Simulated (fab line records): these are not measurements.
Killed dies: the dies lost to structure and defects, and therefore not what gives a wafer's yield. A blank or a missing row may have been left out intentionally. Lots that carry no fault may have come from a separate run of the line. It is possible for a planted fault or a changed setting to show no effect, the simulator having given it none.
Matching of chambers :: flow nand-harc :: NHARC_A_SGD_CUT_DEP_00 on pecvd-04 has 3 sister chambers
The step deposits SiNx, target thk 50 nm. 6 wafers are shown with their chamber, then 12 later ones without.

## WAFERS WITH THEIR CHAMBER
wafer: L080.4
chamber: 0
heater-power-w (W): 581

wafer: L086.3
chamber: 0
heater-power-w (W): 631

wafer: L085.4
chamber: 2
heater-power-w (W): 723

wafer: L087.3
chamber: 1
heater-power-w (W): 596

wafer: L087.4
chamber: 2
heater-power-w (W): 722

wafer: L087.6
chamber: 1
heater-power-w (W): 591

## WAFERS WHOSE CHAMBER IS MISSING
wafer: L088.3
heater-power-w (W): 745

wafer: L088.4
heater-power-w (W): 570

wafer: L088.6
heater-power-w (W): 764

wafer: L090.2
heater-power-w (W): 769

wafer: L090.3
heater-power-w (W): 618

wafer: L090.5
heater-power-w (W): 621

wafer: L094.1
heater-power-w (W): 704

wafer: L094.2
heater-power-w (W): 651

wafer: L094.4
heater-power-w (W): 651

wafer: L096.2
heater-power-w (W): 609

wafer: L096.3
heater-power-w (W): 696

wafer: L096.5
heater-power-w (W): 599

## WHICH CHAMBER EACH ONE RAN IN
wafer: L088.3
from the rows above: 2
in truth: 2

wafer: L088.4
from the rows above: can't be placed: 1 or 0
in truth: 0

wafer: L088.6
from the rows above: 2
in truth: 2

wafer: L090.2
from the rows above: 2
in truth: 2

wafer: L090.3
from the rows above: can't be placed: 0 or 1
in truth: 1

wafer: L090.5
from the rows above: can't be placed: 0 or 1
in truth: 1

wafer: L094.1
from the rows above: 2
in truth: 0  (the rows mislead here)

wafer: L094.2
from the rows above: can't be placed: 0 or 1 or 2
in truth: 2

wafer: L094.4
from the rows above: can't be placed: 0 or 1 or 2
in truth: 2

wafer: L096.2
from the rows above: can't be placed: 0 or 1
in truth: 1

wafer: L096.3
from the rows above: 2
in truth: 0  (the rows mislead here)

wafer: L096.5
from the rows above: can't be placed: 1 or 0
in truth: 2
Correctly placed: 3 of 12. From these rows, 7 cannot be placed; in 6 the true chamber is one of the candidates. Wrongly placed: 2.
How it was worked out, from the rows above alone: a wafer's distance from a chamber is the root of the sum, over the readings, of the square of ((its reading less the chamber's mean) divided by the reading's scatter). If the next closest chamber is less than 2 further off than the closest, the wafer can't be placed; otherwise it belongs to the closest. For every chamber, the mean is computed from those of its wafers that are shown. How the scatter is found: for the shown wafers, subtract from each reading the mean of its chamber, square and add these, divide the total by (wafers less chambers), then take the root.
